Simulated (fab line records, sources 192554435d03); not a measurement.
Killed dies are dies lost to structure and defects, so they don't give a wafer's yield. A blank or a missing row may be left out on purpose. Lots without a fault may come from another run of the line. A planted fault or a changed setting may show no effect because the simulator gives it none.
Split-lot experiment | flow n5_finfet | 7 lots, 39 wafers read, on a route of 1938 steps

THE SPLIT
At N5_GATE_CUT_ALD_22 (deposits SiNx, target thk 16 nm, pulse time 1 s, ald cycles 320), the setting ald_cycles was moved away from the recipe's 320 on 15 of the 39 wafers read, by -57.2% to +38.4%. The other wafers ran this setting at the recipe's value.

The reading is taken at the split's own step.

THE READING
SiNx_of_GATE_CUT_ALD_22.thk_nm (the simulator's own value, which no gauge read), in nm, at N5_GATE_CUT_ALD_22 (deposits SiNx, target thk 16 nm, pulse time 1 s, ald cycles 320). The file gives no usual value for it. The 24 wafers here that ran the recipe average 16.0 nm, standard deviation 0.12 nm.

wafer  | tool, chamber at the split | ald_cycles as run | against the recipe | SiNx_of_GATE_CUT_ALD_22.thk_nm, nm | against lot-mates on the recipe
L080.1 | ald_sin-02, 1,3,2,0,0,3    | 320               | recipe             | 15.8                               | -
L080.2 | ald_sin-02, 1,3,2,0,0,3    | 320               | recipe             | 15.8                               | -
L080.3 | ald_sin-02, 1,3,2,0,0,3    | 320               | recipe             | 15.8                               | -
L080.4 | ald_sin-02, 1,3,2,0,0,3    | 320               | recipe             | 15.8                               | -
L080.5 | ald_sin-02, 1,3,2,0,0,3    | 320               | recipe             | 15.8                               | -
L080.6 | ald_sin-02, 1,3,2,0,0,3    | 320               | recipe             | 15.8                               | -
L082.2 | ald_sin-04, 2,1            | 320               | recipe             | 16                                 | -
L082.6 | ald_sin-04, 2,1            | 320               | recipe             | 16                                 | -
L082.5 | ald_sin-04, 0              | 320               | recipe             | 16.2                               | -
L087.1 | ald_sin-02, 0,2            | 200               | -37.5%             | 10                                 | -5.9
L087.2 | ald_sin-02, 0,2            | 200               | -37.5%             | 10                                 | -5.9
L087.3 | ald_sin-02, 1              | 200               | -37.5%             | 9.8                                | -6.1
L087.4 | ald_sin-02, 1              | 320               | recipe             | 15.8                               | -
L087.5 | ald_sin-02, 2,0            | 320               | recipe             | 16                                 | -
L087.6 | ald_sin-02, 2,0            | 320               | recipe             | 16                                 | -
L092.1 | ald_sin-01, 2,1,1          | 320               | recipe             | 16                                 | -
L092.2 | ald_sin-01, 2,1,1          | 320               | recipe             | 16                                 | -
L092.6 | ald_sin-01, 2,1,1          | 320               | recipe             | 16                                 | -
L092.3 | ald_sin-01, 3,0,0          | 137               | -57.2%             | 6.8                                | -9.2
L092.4 | ald_sin-01, 3,0,0          | 137               | -57.2%             | 6.8                                | -9.2
L092.5 | ald_sin-01, 3,0,0          | 137               | -57.2%             | 6.8                                | -9.2
L095.1 | ald_sin-01, 0,3,0          | 320               | recipe             | 16                                 | -
L095.2 | ald_sin-01, 0,3,0          | 320               | recipe             | 16                                 | -
L095.6 | ald_sin-01, 0,3,0          | 320               | recipe             | 16                                 | -
L095.3 | ald_sin-01, 1              | 170               | -46.9%             | 8.4                                | -7.6
L095.5 | ald_sin-01, 1              | 170               | -46.9%             | 8.4                                | -7.6
L095.4 | ald_sin-01, 2              | 170               | -46.9%             | 8.6                                | -7.4
L096.1 | ald_sin-04, 1,3            | 224               | -30.0%             | 11.2                               | -4.9
L096.2 | ald_sin-04, 1,3            | 224               | -30.0%             | 11.2                               | -4.9
L096.3 | ald_sin-04, 2              | 224               | -30.0%             | 11                                 | -5.1
L096.4 | ald_sin-04, 0              | 320               | recipe             | 16.2                               | -
L096.6 | ald_sin-04, 0              | 320               | recipe             | 16.2                               | -
L096.5 | ald_sin-04, 3              | 320               | recipe             | 16                                 | -
L097.1 | ald_sin-01, 0,2,2          | 320               | recipe             | 16                                 | -
L097.4 | ald_sin-01, 0,2,2          | 320               | recipe             | 16                                 | -
L097.6 | ald_sin-01, 0,2,2          | 320               | recipe             | 16                                 | -
L097.2 | ald_sin-01, 3,1            | 443               | +38.4%             | 22.2                               | +6.2
L097.5 | ald_sin-01, 3,1            | 443               | +38.4%             | 22.2                               | +6.2
L097.3 | ald_sin-01, 1              | 443               | +38.4%             | 22                                 | +6.0
Where a row lists several chambers, the file gives one row for several wafers and doesn't say which wafer went through which chamber.

THE FIT
A straight line over all 39 wafers: SiNx_of_GATE_CUT_ALD_22.thk_nm changes by +0.16 nm for each +1% of ald_cycles; r = +1.00; the points scatter about the line by 0.11 nm.
The same after taking each lot's own level away (the mean of its wafers on the recipe; 39 wafers): +0.161 nm for each +1%; r = +1.00; scatter 0.087 nm.
On that fit, the largest move of ald_cycles shifts the reading by 9.2 nm.
The lots' own levels span 15.80 to 16.13 nm, that is 2.7 times the standard deviation above.
So the lot-to-lot level changes the slope little: the two slopes agree.
Check: with one of the wafers moved furthest among these (-57.2%) left out of the fit, the line predicts -9.21 nm for it against its lot-mates. It came out at -9.2 nm against them.

OTHER SPLITS ON THESE WAFERS
These wafers also went through other splits before the reading. Each is held against what the fit with the lots' levels taken away leaves over:
other split on the same wafers        | wafers away from the commonest value | r with SiNx_of_GATE_CUT_ALD_22.thk_nm (lot level and that fit taken away)
N5_FIN_SAQP_ALD_61 ald_cycles         | 18                                   | -0.12
N5_SD_EPI_N_EPI_21 epi_growth_time_s  | 15                                   | -0.13
N5_HKMG_FIN_DEVELOP_48 develop_time_s | 18                                   | +0.08

THE WHOLE CHAIN: every reading that the file lists as answering this split, in the file's order
step               | what it does                                                    | reading                                                                         | change (the file's fit)                                                            | r (the file's)
N5_GATE_CUT_ALD_22 | deposits SiNx, target thk 16 nm, pulse time 1 s, ald cycles 320 | SiNx_of_GATE_CUT_ALD_22.thk_nm (the simulator's own value, which no gauge read) | +0.161 nm for each +1% of the setting                                              | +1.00
N5_GATE_CUT_CMP_23 | polishes, stops on SiO2, t overpolish 23.4 s, target thk 16 nm  | time_to_endpoint_s                                                              | withheld for each +1% of the setting                                               | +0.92
N5_GATE_CUT_CMP_23 | polishes, stops on SiO2, t overpolish 23.4 s, target thk 16 nm  | SiNx_of_GATE_CUT_ALD_22.thk_nm (the simulator's own value, which no gauge read) | not straight: 6.8 at the lowest setting, 15.97 at the recipe, 14.13 at the highest | not given

THE FILE'S OWN FIT
SiNx_of_GATE_CUT_ALD_22.thk_nm changes by +0.161 nm for each +1% of ald_cycles, r = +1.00.
